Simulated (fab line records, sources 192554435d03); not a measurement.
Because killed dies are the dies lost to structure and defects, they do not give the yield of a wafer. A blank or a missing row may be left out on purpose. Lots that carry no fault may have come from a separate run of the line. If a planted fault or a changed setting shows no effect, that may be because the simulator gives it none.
fab line records | flow n5_finfet
[record] lots = 6 wafers = 18 last_day = 19
route steps=1938 shown ZERO_LAYER@12 WELL_APT@20 BEOL_M4@1111 PASSIVATION@1936
lots with no fault: from the same line, run without faults
start_h: hours from the record's opening day to when the first of the lot's shown wafers began | wait_h: hours elapsed since this lot's preceding step | " same as the row above | L1.1+2: a row that stands for several wafers | - either no value or no given start | * or withheld: withheld | < > ~ a bound
route shown NAME@n: a module of which the file shows steps, and the number in the route of the first | usual: mean/standard deviation of fault-free wafers | same: alike in all rows | chamber/n: place in a boat | sites: the reading at each site | _std_site: how widely they spread, as a standard deviation | _edge_site: the outer-site mean with the inner-site mean subtracted | radius_mm: how far each site lies from the wafer's centre | mask NAME#n: copy n | behind: tool/chamber where the wafer was last shaped | hold: why the lot was held/for how many hours/how that ended | device: which transistor (n, p or np) failed to switch | end of line: the route-end tests of the same wafers | where a step has no rows: the recipe by itself | killed: the dies lost at the first sort to structure and to defects; this is not the yield of the wafer | map: shows each die of a wafer: x if killed, . if not, _ if none is there
set.NAME: the setting as run; set.NAME@STEP: as run at that earlier step | model.NAME: the simulator's own value behind a step, which no gauge read
certain route steps with their lots: each step a table, each wafer a row
services: a tool's chamber out of use, with start hour (start_h, from the record's first day; less than 0 if before it), hours out, and reason
[[steps]]
[step N5_ZERO_LAYER_HARDBAKE_23]
[recipe] temp_c = 130 time_s = 120
[step N5_ZERO_LAYER_CD_MEAS_11]
[recipe] target_cd_nm = 2000 landing_energy_ev = 500 detector = se_inlens
[usual] cd_nm = 1999.4/1.9
// columns lot.wafer tool chamber start_h wait_h cd_nm
L737.2 cd_sem-02 0 12.77 - 1999.9
L737.4 " 0 " " 1998.1
L737.6 " 0 " " 1998.5
L747.1 cd_sem-03 0 72.78 - 1998.3
L747.3 " 0 " " 1998.1
L747.4 " 0 " " 1996.2
L748.1 cd_sem-01 0 78.66 - 2001.3
L748.3 " 0 " " 2001.3
L748.4 " 0 " " 2000.3
L757.1 cd_sem-01 0 132.80 - 1994.3
L757.2 " 0 " " 1999.3
L757.4 " 0 " " 1995.9
L759.3 cd_sem-03 0 144.77 - 2002.5
L759.4 " 0 " " 2002.0
L759.6 " 0 " " 2001.6
L760.1 cd_sem-03 0 150.64 - 2000.4
L760.2 " 0 " " 2002.0
L760.6 " 0 " " 2001.0
[step N5_ZERO_LAYER_DESCUM_16]
[recipe] chemistry = O2 time_s = 7.9 source_power_w = 50 bias_power_w = 20 pressure_mtorr = 20 rf_frequency_hz = 2.712e+07 temp_c = 40 o2_flow_sccm = 225
[usual] drypump_motor_current_A = 5.6/0.54 oes_product_au = 0.77/0.077 rf_vpp_V = 243.3/1.3 showerhead_plenum_p_Torr = 2.11/0.079 temp_c = 40.01/0.12 throttle_valve_pct = 20.58/0.23
// columns lot.wafer tool chamber start_h wait_h drypump_motor_current_A oes_product_au rf_hours_counter_h rf_vpp_V showerhead_plenum_p_Torr temp_c throttle_valve_pct
L737.2 rie_diel-05 1 12.80 0.0 5.6 0.95 5 245.3 2.24 39.86 20.53
L737.4 " 0 " " 5.8 0.93 13 245.4 2.25 39.81 20.37
L737.6 " 0 " " 5.8 0.93 - 244.2 2.25 40.02 20.38
L747.1 rie_diel-04 0 72.82 0.0 5.3 0.77 121 242.6 2.11 39.94 20.19
L747.3 " 3 " " 4.9 0.78 139 244.5 2.16 40.19 20.43
L747.4 " 0 " " 5.3 0.77 - 243.8 2.11 40.06 20.18
L748.1 rie_diel-04 3 78.70 0.0 4.9 0.78 140 244.8 2.16 40.02 20.44
L748.3 " 0 " " 5.3 0.76 122 242.5 2.10 40.05 20.17
L748.4 " 1 " " 4.9 0.78 130 243.3 2.16 39.79 20.63
L757.1 rie_diel-05 3 132.83 0.0 6.2 0.92 16 243.9 2.06 39.72 20.19
L757.2 " 1 " " 5.6 0.86 42 244.4 2.23 40.06 20.59
L757.4 " 1 " " 5.6 0.87 - 244.3 2.23 39.94 20.60
L759.3 rie_diel-03 3 144.81 0.0 6.3 0.69 246 243.0 2.07 39.97 21.01
L759.4 " 1 " " 6.1 0.73 144 243.0 2.10 39.95 20.63
L759.6 " 3 " " 6.3 0.69 - 242.3 2.07 40.02 20.99
L760.1 rie_diel-03 0 151.37 0.7 4.9 0.77 148 241.4 2.02 39.95 20.76
L760.2 " 3 " " 6.3 0.68 249 243.7 2.07 39.94 20.99
L760.6 " 2 " " 6.1 0.71 - 245.0 2.16 40.16 20.56
[step N5_ZERO_LAYER_ETCH_17]
[recipe] chemistry = CF4 target = SiO2 target_depth_a = 120 time_s = 13.3 ion_energy_ev = 350 pressure_mtorr = 40 source_w = 450 bias_w = 215 Ar_flow_sccm = 100 cf4_flow_sccm = 100
[usual] drypump_motor_current_A = 5.6/0.54 oes_product_au = 0.77/0.077 rf_vpp_V = 950/4.9 showerhead_plenum_p_Torr = 2.16/0.08 throttle_valve_pct = 15.79/0.24
// columns lot.wafer tool chamber start_h wait_h drypump_motor_current_A oes_product_au rf_hours_counter_h rf_vpp_V showerhead_plenum_p_Torr throttle_valve_pct
L737.2 rie_diel-05 1 12.84 0.0 5.6 0.97 5 958 2.29 15.74
L737.4 " 0 " " 5.8 0.94 13 958 2.28 15.46
L737.6 " 0 " " 5.8 0.93 - 956 2.28 15.46
L747.1 rie_diel-04 0 72.86 0.0 5.3 0.77 121 951 2.15 15.39
L747.3 " 3 " " 4.9 0.76 139 954 2.22 15.72
L747.4 " 0 " " 5.3 0.77 - 948 2.15 15.40
L748.1 rie_diel-04 3 78.73 0.0 4.9 0.76 140 954 2.22 15.71
L748.3 " 0 " " 5.3 0.76 122 949 2.15 15.40
L748.4 " 1 " " 4.9 0.76 130 954 2.24 15.97
L757.1 rie_diel-05 3 132.87 0.0 6.1 0.90 16 946 2.10 15.29
L757.2 " 1 " " 5.6 0.86 42 956 2.28 15.80
L757.4 " 1 " " 5.6 0.89 - 956 2.28 15.79
L759.3 rie_diel-03 3 144.84 0.0 6.3 0.68 246 946 2.12 16.23
L759.4 " 1 " " 6.1 0.74 144 949 2.15 15.85
L759.6 " 3 " " 6.3 0.68 - 948 2.12 16.19
L760.1 rie_diel-03 0 151.41 0.0 4.9 0.78 148 944 2.05 15.89
L760.2 " 3 " " 6.3 0.67 249 947 2.12 16.24
L760.6 " 2 " " 6.1 0.71 - 951 2.21 15.80
[step N5_ZERO_LAYER_ETCH_18]
[recipe] chemistry = HBr/Cl2 target = Si target_depth_a = 1200 time_s = 40 pressure_mtorr = 10 icp_w = 800 bias_w = 75 HBr_flow_sccm = 150 Cl2_flow_sccm = 80
[usual] drypump_motor_current_A = 5.6/0.52 oes_product_au = 0.999/0.016 throttle_valve_pct = 36.2/0.39
// columns lot.wafer tool chamber start_h wait_h drypump_motor_current_A oes_product_au rf_hours_counter_h throttle_valve_pct
L737.2 rie_si-04 3 12.91 0.0 5.4 0.987 54 36.4
L737.4 " 2 " " 5.0 1.001 78 36.1
L737.6 " 1 " " 5.9 1.007 - 36.7
L747.1 rie_si-01 3 72.93 0.0 5.8 1.023 154 36.6
L747.3 " 2 " " 5.5 0.987 116 36.3
L747.4 " 1 " " 5.5 1.027 141 36.7
L748.1 rie_si-05 2 78.80 0.0 5.3 1.008 5 36.6
L748.3 " 1 " " 6.4 0.990 106 35.5
L748.4 " 0 " " 6.3 1.000 8 35.9
L757.1 rie_si-05 3 132.94 0.0 5.6 0.994 1 36.2
L757.2 " 2 " " 5.3 1.004 6 36.6
L757.4 " 0 " " 6.3 1.004 10 35.9
L759.3 rie_si-05 1 144.91 0.0 6.4 0.991 107 35.5
L759.4 " 2 " " 5.3 1.011 6 36.6
L759.6 " 2 " " 5.3 1.008 - 36.6
L760.1 rie_si-01 1 151.48 0.0 5.5 1.032 142 36.7
L760.2 " 0 " " 6.1 0.971 9 35.9
L760.6 " 3 " " 5.8 1.026 - 36.6
[step N5_ZERO_LAYER_STRIP_24]
[recipe] chemistry = O2 power_w = 1000 temp_c = 250 overash_fraction = 0.3 pressure_mtorr = 1000 o2_flow_sccm = 6750
[usual] drypump_motor_current_A = 5.21/0.26 heater_power_w = 339/41 oes_product_au = 0.647/0.0046 strip_time_to_endpoint_s = 43.87/0.094 temp_c = 249.94/0.17
// columns lot.wafer tool chamber start_h wait_h drypump_motor_current_A heater_power_w oes_product_au rf_hours_counter_h strip_time_to_endpoint_s temp_c
L737.2 plasma_asher-01 0 13.02 0.1 4.83 327 0.642 24 43.76 250.10
L737.4 " 1 " " 5.47 285 0.645 - 43.83 250.03
L737.6 " 0 " " 4.82 344 0.640 - 43.88 250.04
L747.1 plasma_asher-01 1 73.06 0.1 5.48 286 0.653 36 43.90 249.68
L747.3 " 0 " " 4.81 335 0.646 - 43.89 250.18
L747.4 " 1 " " 5.47 286 0.650 - 43.98 250.10
L748.1 plasma_asher-02 1 78.91 0.1 5.18 359 0.644 90 43.89 249.86
L748.3 " 1 " " 5.18 349 0.649 - 43.95 249.72
L748.4 " 0 " " 5.37 399 0.645 - 43.92 249.91
L757.1 plasma_asher-02 0 133.05 0.1 5.37 388 0.642 101 43.87 250.06
L757.2 " 1 " " 5.18 358 0.644 101 43.83 249.76
L757.4 " 1 " " 5.17 352 0.637 - 43.69 249.78
L759.3 plasma_asher-02 1 145.04 0.1 5.19 356 0.648 - 43.81 249.88
L759.4 " 0 " " 5.38 404 0.654 - 43.98 249.92
L759.6 " 1 " " 5.19 358 0.648 - 43.84 250.17
L760.1 plasma_asher-01 1 151.58 0.1 5.48 282 0.645 50 43.72 250.14
L760.2 " 0 " " 4.80 342 0.647 50 43.69 249.92
L760.6 " 1 " " 5.49 280 0.650 - 43.77 250.17
[step N5_ZERO_LAYER_STRIP_19]
[recipe] chemistry = SPM time_s = 900 temp_c = 130 h2so4_h2o2_vol_ratio = 4 dry = ipa_marangoni
[step N5_ZERO_LAYER_INSPECT_20]
[recipe] inspect_instrument = darkfield mode = post_clean
[usual] raw_defect_count = 39/19
// columns lot.wafer tool chamber start_h wait_h raw_defect_count
L737.2 defect_inspect-02 - 13.38 0.0 42
L737.4 " - " " 15
L737.6 " - " " 51
L747.1 defect_inspect-02 - 73.42 0.0 60
L747.3 " - " " 43
L747.4 " - " " 56
L748.1 defect_inspect-01 - 79.27 0.0 32
L748.3 " - " " 42
L748.4 " - " " 19
L757.1 defect_inspect-01 - 133.43 0.0 17
L757.2 " - " " 38
L757.4 " - " " 41
L759.3 defect_inspect-02 - 145.38 0.0 41
L759.4 " - " " 49
L759.6 " - " " 31
L760.1 defect_inspect-02 - 151.94 0.0 14
L760.2 " - " " 28
L760.6 " - " " 9
[step N5_WELL_APT_HMDS_01]
[recipe] time_s = 60 temp_c = 120
[step N5_WELL_APT_COAT_02]
[recipe] spin_rpm = 1357 resist_thk_nm = 950
[step N5_WELL_APT_EBR_04]
[recipe] solvent = PGMEA ebr_width_mm = 1.5
[step N5_WELL_APT_SOFTBAKE_03]
[recipe] temp_c = 130 time_s = 60
[step N5_WELL_APT_EXPOSE_05]
[recipe] mask_id = NWELL na = 0.8 source_shape = conventional sigma_outer = 0.8 polarization = unpolarized defocus_nm = 0 target_cd_nm = 200 dose_mj = 20.3
[usual] exposure_dose_mJ_cm2 = 20.283/0.021 focus_offset_nm = 0.1/0.47 na = 0.8/0 reticle_temp_C = 23.01/0.11 stage_vel_mm_s = 500.00/0.21
// columns lot.wafer tool chamber start_h wait_h mask exposure_dose_mJ_cm2 focus_offset_nm na reticle_temp_C stage_vel_mm_s
L737.2 krf_scanner-01 0 13.64 - NWELL#0 20.280 0.1 0.8 23.03 499.98
L737.4 " 0 " " NWELL#0 20.287 -0.4 0.8 22.91 500.35
L737.6 " 0 " " NWELL#0 20.293 -0.4 0.8 22.78 499.94
L747.1 krf_scanner-01 - 73.68 - NWELL#0 - - - - -
L747.3 " - " " NWELL#0 - - - - -
L747.4 " - " " NWELL#0 - - - - -
L748.1 krf_scanner-01 - 79.40 - NWELL#0 - - - - -
L748.3 " - " " NWELL#0 - - - - -
L748.4 " - " " NWELL#0 - - - - -
L757.1 krf_scanner-02 0 133.56 - NWELL#0 20.277 0.1 0.8 22.84 500.19
L757.2 " 0 " " NWELL#0 20.302 -0.3 0.8 22.78 500.18
L757.4 " 0 " " NWELL#0 20.278 0.0 0.8 22.91 500.06
L759.3 krf_scanner-02 0 145.65 - NWELL#0 20.307 0.5 0.8 22.97 500.60
L759.4 " 0 " " NWELL#0 20.333 0.1 0.8 23.09 500.14
L759.6 " 0 " " NWELL#0 20.295 -0.6 0.8 22.96 500.06
L760.1 krf_scanner-02 0 152.08 - NWELL#0 20.255 0.6 0.8 22.98 499.92
L760.2 " 0 " " NWELL#0 20.307 -0.1 0.8 22.97 499.89
L760.6 " 0 " " NWELL#0 20.263 -0.1 0.8 22.90 499.68
[step N5_WELL_APT_PEB_06]
[recipe] peb_temp_c = 130 peb_time_s = 90
[step N5_WELL_APT_DEVELOP_07]
[recipe] develop_time_s = 45 rinse_liquid = surfactant_rinse dry = air_spin dev_temp_c = 21
[step N5_WELL_APT_HARDBAKE_12]
[recipe] temp_c = 130 time_s = 120
[step N5_WELL_APT_CD_MEAS_08]
[recipe] target_cd_nm = 200 landing_energy_ev = 500 detector = se_inlens
[usual] cd_nm = 199.8/1.7
// columns lot.wafer tool chamber start_h wait_h cd_nm
L737.2 cd_sem-02 0 13.81 - 198.8
L737.4 " 0 " " 198.7
L737.6 " 0 " " 199.7
L747.1 cd_sem-03 0 73.85 - -
L747.3 " 0 " " -
L747.4 " 0 " " -
L748.1 cd_sem-02 0 79.57 - -
L748.3 " 0 " " -
L748.4 " 0 " " -
L757.1 cd_sem-03 0 133.73 - 197.6
L757.2 " 0 " " 197.7
L757.4 " 0 " " 196.6
L759.3 cd_sem-03 0 145.81 - 199.8
L759.4 " 0 " " 201.6
L759.6 " 0 " " 201.3
L760.1 cd_sem-01 0 152.25 - 202.5
L760.2 " 0 " " 201.2
L760.6 " 0 " " 200.7
[step N5_WELL_APT_OVL_MEAS_09]
[recipe] points_per_wafer = 44
[usual] NWELL_OVL = 6/4.5
// columns lot.wafer tool chamber start_h wait_h NWELL_OVL[nm]
L737.2 overlay-01 0 13.84 0.0 9
L737.4 " 0 " " 12
L737.6 " 0 " " 11
L747.1 overlay-01 0 73.88 0.0 -
L747.3 " 0 " " -
L747.4 " 0 " " -
L748.1 overlay-02 0 79.60 0.0 -
L748.3 " 0 " " -
L748.4 " 0 " " -
L757.1 overlay-02 0 133.76 0.0 8
L757.2 " 0 " " 11
L757.4 " 0 " " 14
L759.3 overlay-02 0 145.84 0.0 3
L759.4 " 0 " " 10
L759.6 " 0 " " 6
L760.1 overlay-01 0 152.28 0.0 3
L760.2 " 0 " " 0
L760.6 " 0 " " 10
[step N5_BEOL_M4_RC_MEAS_101]
[usual] DIBL_N = 36.5/1.9 DIBL_P = 36.7/2.1 IOFF_N = 0.17/0.035 IOFF_P = 0.22/0.042 ION_N = 676/10 ION_P = 462/8.1 SS_N = 71.5/0.72 SS_P = 73.4/0.7 VT_N = 249/3.1 VT_P = -250/3.9
// columns lot.wafer tool chamber start_h wait_h DIBL_N[mV/V] DIBL_P[mV/V] IOFF_N[nA/um] IOFF_P[nA/um] ION_N[uA/um] ION_P[uA/um] SS_N[mV/dec] SS_P[mV/dec] VT_N[mV] VT_P[mV]
L737.2 prober-01 0 163.76 0.2 35.4 34.0 0.14 0.20 673 464 70.5 73.1 249 -250
L737.4 " 0 " " 36.2 35.8 0.15 0.22 677 469 71.5 73.3 247 -248
L737.6 " 0 " " 35.5 35.4 0.14 0.22 672 466 71.1 74.0 248 -249
L757.1 prober-01 0 320.52 0.0 33.1 35.0 0.13 0.17 676 458 70.6 73.4 250 -255
L757.2 " 0 " " 35.7 37.8 0.16 0.21 668 455 71.8 73.9 251 -253
L757.4 " 0 " " 33.6 34.8 0.13 0.17 665 453 70.8 73.0 253 -257
L759.3 prober-02 0 325.04 0.3 35.7 35.5 0.13 0.19 669 463 71.5 73.0 251 -251
L759.4 " 0 " " 36.2 35.4 0.15 0.19 664 456 71.0 72.8 248 -253
L759.6 " 0 " " 38.1 37.5 0.16 0.22 662 462 71.8 73.5 250 -249
L760.1 prober-01 0 348.12 0.0 37.1 37.8 0.19 0.25 689 474 72.3 73.7 249 -247
L760.2 " 0 " " 33.4 33.7 0.13 0.19 662 459 70.9 72.1 252 -249
L760.6 " 0 " " 33.1 33.0 0.13 0.18 661 454 71.0 72.3 251 -253
[step N5_PASSIVATION_PROBE_49]
[usual] killed_at_M0_to_M3 = 35/12 killed_at_M4_up = 13/5.8 killed_at_contacts = 12/5.5 killed_at_front_end = 36/9.9 killed_at_other = 4/3.7 killed_dies = 101/18 killed_on_rim = 13/4.1 killed_open = 66/13 killed_short = 33/8
[same] gross_dies = 1180 killed_at_back_side = 0
// columns lot.wafer tool chamber start_h wait_h killed_at_M0_to_M3 killed_at_M4_up killed_at_contacts killed_at_front_end killed_at_other killed_dies killed_on_rim killed_open killed_short
L737.2 prober-01 - 270.83 0.1 47 15 9 21 1 93 19 62 31
L737.4 prober-01 - 270.93 0.2 26 15 15 30 2 88 16 59 29
L737.6 prober-01 - 271.03 0.3 36 14 6 26 1 83 14 58 25
L748.1 prober-02 - 365.02 0.0 17 10 12 1137 4 1180 152 52 31
L748.3 prober-02 - 365.12 0.1 30 9 15 1116 10 1180 152 67 31
L748.4 prober-02 - 365.17 0.2 26 12 13 1118 11 1180 152 64 37
L747.1 prober-01 - 370.15 0.0 42 21 13 1099 5 1180 152 76 39
L747.3 prober-01 - 370.25 0.1 49 12 15 1097 7 1180 152 67 47
L747.4 prober-01 - 370.30 0.2 38 19 14 1108 1 1180 152 70 37
L757.1 prober-02 - 429.48 0.0 31 5 10 38 2 86 12 54 28
L757.2 prober-02 - 429.53 0.1 31 7 7 28 0 73 10 42 30
L757.4 prober-02 - 429.63 0.2 27 6 12 43 3 91 16 58 31
// killed by level:class
L737.2 BEOL_M0_SAQP:geometric_particle:short=14 BEOL_M0_SAQP:geometric_particle:open=13 BEOL_M3:geometric_particle:open=8 MOL_CONTACT_COAG:geometric_particle:open=8 BEOL_M4:geometric_particle:open=8 BEOL_M1:geometric_particle:short=6 FIN_SAQP:geometric_particle:open=5 DUMMY_GATE:geometric_particle:open=5
L737.4 MOL_CONTACT_COAG:geometric_particle:open=13 GATE_CUT:geometric_particle:short=8 BEOL_M0_SAQP:geometric_particle:open=8 BEOL_M4:geometric_particle:open=8 FIN_SAQP:geometric_particle:open=6 BEOL_M3:geometric_particle:open=6 FIN_SAQP:geometric_particle:short=4 DUMMY_GATE:geometric_particle:open=4
L737.6 FIN_SAQP:geometric_particle:open=14 BEOL_M0_SAQP:geometric_particle:short=10 BEOL_M4:geometric_particle:open=10 BEOL_M3:geometric_particle:open=9 BEOL_M0_SAQP:geometric_particle:open=6 BEOL_M2:geometric_particle:open=6 FIN_SAQP:geometric_particle:short=4 MOL_CONTACT_COAG:geometric_particle:open=4
L748.1 WELL_APT:area_expose=1097 MOL_CONTACT_COAG:geometric_particle:open=10 BEOL_M0_SAQP:geometric_particle:open=8 BEOL_M0_SAQP:geometric_particle:short=8 FIN_SAQP:geometric_particle:open=7 FIN_SAQP:geometric_particle:short=6 GATE_CUT:geometric_particle:open=6 GATE_CUT:geometric_particle:short=4
L748.3 WELL_APT:area_expose=1080 MOL_CONTACT_COAG:geometric_particle:open=14 BEOL_M0_SAQP:geometric_particle:short=12 FIN_SAQP:geometric_particle:open=9 BEOL_M1:geometric_particle:open=7 BEOL_M4:geometric_particle:open=5 BEOL_M0:geometric_particle:open=5 STI_FIN_REVEAL:geometric_particle:open=4
L748.4 WELL_APT:area_expose=1077 MOL_CONTACT_COAG:geometric_particle:open=11 BEOL_M0_SAQP:geometric_particle:short=10 STI_FIN_REVEAL:geometric_particle:open=8 BEOL_M4:geometric_particle:open=7 BEOL_M0:geometric_particle:open=5 STARTING-WAFER:geometric_particle:open=5 STI_FIN_REVEAL:geometric_particle:short=4
L747.1 WELL_APT:area_expose=1064 BEOL_M4:geometric_particle:open=16 MOL_CONTACT_COAG:geometric_particle:open=11 BEOL_M0_SAQP:geometric_particle:short=9 BEOL_M0_SAQP:geometric_particle:open=9 STI_FIN_REVEAL:geometric_particle:open=6 BEOL_M0:geometric_particle:open=6 DUMMY_GATE:geometric_particle:open=5
L747.3 WELL_APT:area_expose=1064 BEOL_M0_SAQP:geometric_particle:open=14 BEOL_M0_SAQP:geometric_particle:short=14 MOL_CONTACT_COAG:geometric_particle:open=11 BEOL_M4:geometric_particle:open=7 FIN_SAQP:geometric_particle:short=5 BEOL_M2:geometric_particle:open=5 FIN_SAQP:geometric_particle:open=4
L747.4 WELL_APT:area_expose=1072 MOL_CONTACT_COAG:geometric_particle:open=11 BEOL_M0_SAQP:geometric_particle:short=10 BEOL_M0_SAQP:geometric_particle:open=9 BEOL_M4:geometric_particle:open=9 BEOL_M1:geometric_particle:open=9 DUMMY_GATE:geometric_particle:open=7 GATE_CUT:geometric_particle:short=7
L757.1 MOL_CONTACT_COAG:geometric_particle:open=10 BEOL_M2:geometric_particle:open=10 FIN_SAQP:geometric_particle:open=7 BEOL_M0_SAQP:geometric_particle:short=7 FIN_SAQP:geometric_particle:short=6 BEOL_M0_SAQP:geometric_particle:open=6 STI_FIN_REVEAL:geometric_particle:open=4 ILD0:geometric_particle:short=4
L757.2 BEOL_M0_SAQP:geometric_particle:short=12 FIN_SAQP:geometric_particle:open=8 DUMMY_GATE:geometric_particle:open=6 BEOL_M3:geometric_particle:open=6 MOL_CONTACT_COAG:geometric_particle:open=5 FIN_SAQP:geometric_particle:short=4 BEOL_M0_SAQP:geometric_particle:open=4 GATE_CUT:geometric_particle:open=3
L757.4 FIN_SAQP:geometric_particle:open=10 MOL_CONTACT_COAG:geometric_particle:open=10 BEOL_M0_SAQP:geometric_particle:short=9 FIN_SAQP:geometric_particle:short=7 DUMMY_GATE:geometric_particle:open=5 STI_FIN_REVEAL:geometric_particle:open=5 BEOL_M0_SAQP:geometric_particle:open=5 STARTING-WAFER:geometric_particle:open=5
// map L747.1 (x killed, . not)
_________________xxxxxxxxxxxx________________
______________xxxxxxxxxxxxxxxxxx_____________
___________xxxxxxxxxxxxxxxxxxxxxxxx__________
__________xxxxxxxxxxxxxxxxxxxxxxxxxx_________
________xxxxxxxxxxxxxxxxxxxxxxxxxxxxxx_______
_______xxxxxxxxxxxxxxxxxxxxxxxxxxxxxxxx______
______xxxxxxxxxxxxxxxxxxxxxxxxxxxxxxxxxx_____
_____xxxxxxxxxxxxxxxxxxxxxxxxxxxxxxxxxxxx____
____xxxxxxxxxxxxxxxxxxxxxxxxxxxxxxxxxxxxxx___
___xxxxxxxxxxxxxxxxxxxxxxxxxxxxxxxxxxxxxxxx__
___xxxxxxxxxxxxxxxxxxxxxxxxxxxxxxxxxxxxxxxx__
__xxxxxxxxxxxxxxxxxxxxxxxxxxxxxxxxxxxxxxxxxx_
__xxxxxxxxxxxxxxxxxxxxxxxxxxxxxxxxxxxxxxxxxx_
_xxxxxxxxxxxxxxxxxxxxxxxxxxxxxxxxxxxxxxxxxxxx
_xxxxxxxxxxxxxxxxxxxxxxxxxxxxxxxxxxxxxxxxxxxx
_xxxxxxxxxxxxxxxxxxxxxxxxxxxxxxxxxxxxxxxxxxxx
_xxxxxxxxxxxxxxxxxxxxxxxxxxxxxxxxxxxxxxxxxxxx
_xxxxxxxxxxxxxxxxxxxxxxxxxxxxxxxxxxxxxxxxxxxx
_xxxxxxxxxxxxxxxxxxxxxxxxxxxxxxxxxxxxxxxxxxxx
_xxxxxxxxxxxxxxxxxxxxxxxxxxxxxxxxxxxxxxxxxxxx
_xxxxxxxxxxxxxxxxxxxxxxxxxxxxxxxxxxxxxxxxxxxx
__xxxxxxxxxxxxxxxxxxxxxxxxxxxxxxxxxxxxxxxxxx_
__xxxxxxxxxxxxxxxxxxxxxxxxxxxxxxxxxxxxxxxxxx_
___xxxxxxxxxxxxxxxxxxxxxxxxxxxxxxxxxxxxxxxx__
___xxxxxxxxxxxxxxxxxxxxxxxxxxxxxxxxxxxxxxxx__
____xxxxxxxxxxxxxxxxxxxxxxxxxxxxxxxxxxxxxx___
_____xxxxxxxxxxxxxxxxxxxxxxxxxxxxxxxxxxxx____
______xxxxxxxxxxxxxxxxxxxxxxxxxxxxxxxxxx_____
_______xxxxxxxxxxxxxxxxxxxxxxxxxxxxxxxx______
________xxxxxxxxxxxxxxxxxxxxxxxxxxxxxx_______
__________xxxxxxxxxxxxxxxxxxxxxxxxxx_________
___________xxxxxxxxxxxxxxxxxxxxxxxx__________
______________xxxxxxxxxxxxxxxxxx_____________
_________________xxxxxxxxxxxx________________
// map L748.1 (x killed, . not)
_________________xxxxxxxxxxxx________________
______________xxxxxxxxxxxxxxxxxx_____________
___________xxxxxxxxxxxxxxxxxxxxxxxx__________
__________xxxxxxxxxxxxxxxxxxxxxxxxxx_________
________xxxxxxxxxxxxxxxxxxxxxxxxxxxxxx_______
_______xxxxxxxxxxxxxxxxxxxxxxxxxxxxxxxx______
______xxxxxxxxxxxxxxxxxxxxxxxxxxxxxxxxxx_____
_____xxxxxxxxxxxxxxxxxxxxxxxxxxxxxxxxxxxx____
____xxxxxxxxxxxxxxxxxxxxxxxxxxxxxxxxxxxxxx___
___xxxxxxxxxxxxxxxxxxxxxxxxxxxxxxxxxxxxxxxx__
___xxxxxxxxxxxxxxxxxxxxxxxxxxxxxxxxxxxxxxxx__
__xxxxxxxxxxxxxxxxxxxxxxxxxxxxxxxxxxxxxxxxxx_
__xxxxxxxxxxxxxxxxxxxxxxxxxxxxxxxxxxxxxxxxxx_
_xxxxxxxxxxxxxxxxxxxxxxxxxxxxxxxxxxxxxxxxxxxx
_xxxxxxxxxxxxxxxxxxxxxxxxxxxxxxxxxxxxxxxxxxxx
_xxxxxxxxxxxxxxxxxxxxxxxxxxxxxxxxxxxxxxxxxxxx
_xxxxxxxxxxxxxxxxxxxxxxxxxxxxxxxxxxxxxxxxxxxx
_xxxxxxxxxxxxxxxxxxxxxxxxxxxxxxxxxxxxxxxxxxxx
_xxxxxxxxxxxxxxxxxxxxxxxxxxxxxxxxxxxxxxxxxxxx
_xxxxxxxxxxxxxxxxxxxxxxxxxxxxxxxxxxxxxxxxxxxx
_xxxxxxxxxxxxxxxxxxxxxxxxxxxxxxxxxxxxxxxxxxxx
__xxxxxxxxxxxxxxxxxxxxxxxxxxxxxxxxxxxxxxxxxx_
__xxxxxxxxxxxxxxxxxxxxxxxxxxxxxxxxxxxxxxxxxx_
___xxxxxxxxxxxxxxxxxxxxxxxxxxxxxxxxxxxxxxxx__
___xxxxxxxxxxxxxxxxxxxxxxxxxxxxxxxxxxxxxxxx__
____xxxxxxxxxxxxxxxxxxxxxxxxxxxxxxxxxxxxxx___
_____xxxxxxxxxxxxxxxxxxxxxxxxxxxxxxxxxxxx____
______xxxxxxxxxxxxxxxxxxxxxxxxxxxxxxxxxx_____
_______xxxxxxxxxxxxxxxxxxxxxxxxxxxxxxxx______
________xxxxxxxxxxxxxxxxxxxxxxxxxxxxxx_______
__________xxxxxxxxxxxxxxxxxxxxxxxxxx_________
___________xxxxxxxxxxxxxxxxxxxxxxxx__________
______________xxxxxxxxxxxxxxxxxx_____________
_________________xxxxxxxxxxxx________________
[[services]]
// columns tool chamber start_h hours kind
rie_si-05 1 -1.27 2.1 repair
krf_scanner-02 - 0.50 1.8 repair
rie_diel-03 - 20.48 2.8 pm
rie_diel-03 3 28.11 2.7 repair
krf_scanner-01 - 30.10 0.8 pm
krf_scanner-01 - 31.00 0.8 pm
krf_scanner-01 - 39.88 0.3 repair
rie_diel-05 1 46.73 4.1 repair
krf_scanner-01 - 47.79 4.4 pm
krf_scanner-02 - 52.16 1.3 pm
rie_diel-05 3 56.25 - clean
rie_diel-05 3 56.25 - consumable_replace:focus_ring
rie_diel-05 3 56.25 17.2 scheduled_down
rie_diel-05 3 56.25 17.2 vent_cycle
krf_scanner-02 - 61.76 1.0 pm
rie_diel-03 1 70.57 13.5 repair
rie_diel-04 2 71.52 4.8 repair
rie_si-01 3 91.94 6.1 repair
krf_scanner-01 - 110.65 1.0 pm
rie_diel-05 2 111.70 7.9 repair
krf_scanner-01 - 122.50 0.5 repair
krf_scanner-01 - 124.10 3.8 repair
krf_scanner-02 - 127.87 4.4 pm
rie_diel-05 - 147.63 0.9 repair
[[key]]
[first_sign] step = N5_WELL_APT_EXPOSE_05 reading = tool_record direction = missing
[effect] step = N5_WELL_APT_CD_MEAS_08 reading = cd_nm direction = missing
[effect] step = N5_WELL_APT_OVL_MEAS_09 reading = NWELL_OVL direction = missing
[effect] step = N5_PASSIVATION_PROBE_49 reading = killed_at_front_end direction = up sigmas = 99+ usual = 36 struck = 1112
[more_kills_born_at] N5_WELL_APT_EXPOSE_05@krf_scanner-01 = 6454
met_at N5_WELL_APT_EXPOSE_05
struck_wafers L747.1,L747.3,L747.4,L748.1,L748.3,L748.4
later_rows_left_out L747.1,L747.3,L747.4,L748.1,L748.3,L748.4
tester_left_out L747,L748
onset_between 13.64 73.68
[fault] kind = skipped_step_whole tool = krf_scanner-01 chamber = - onset_h = 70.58 steps = N5_WELL_APT_EXPOSE_05 scope = struck_lots_only
// tester_left_out: of these lots the tester's yield and bins aren't shown, on N5 and GAA mostly nor the transistor test; their killed dies are dies lost to structure and defects alone, not to doping, threshold or leakage, so they don't give the yield
// later_rows_left_out: the simulator's readings of these wafers behind a module that went badly wrong aren't trusted and aren't shown, but for the sort
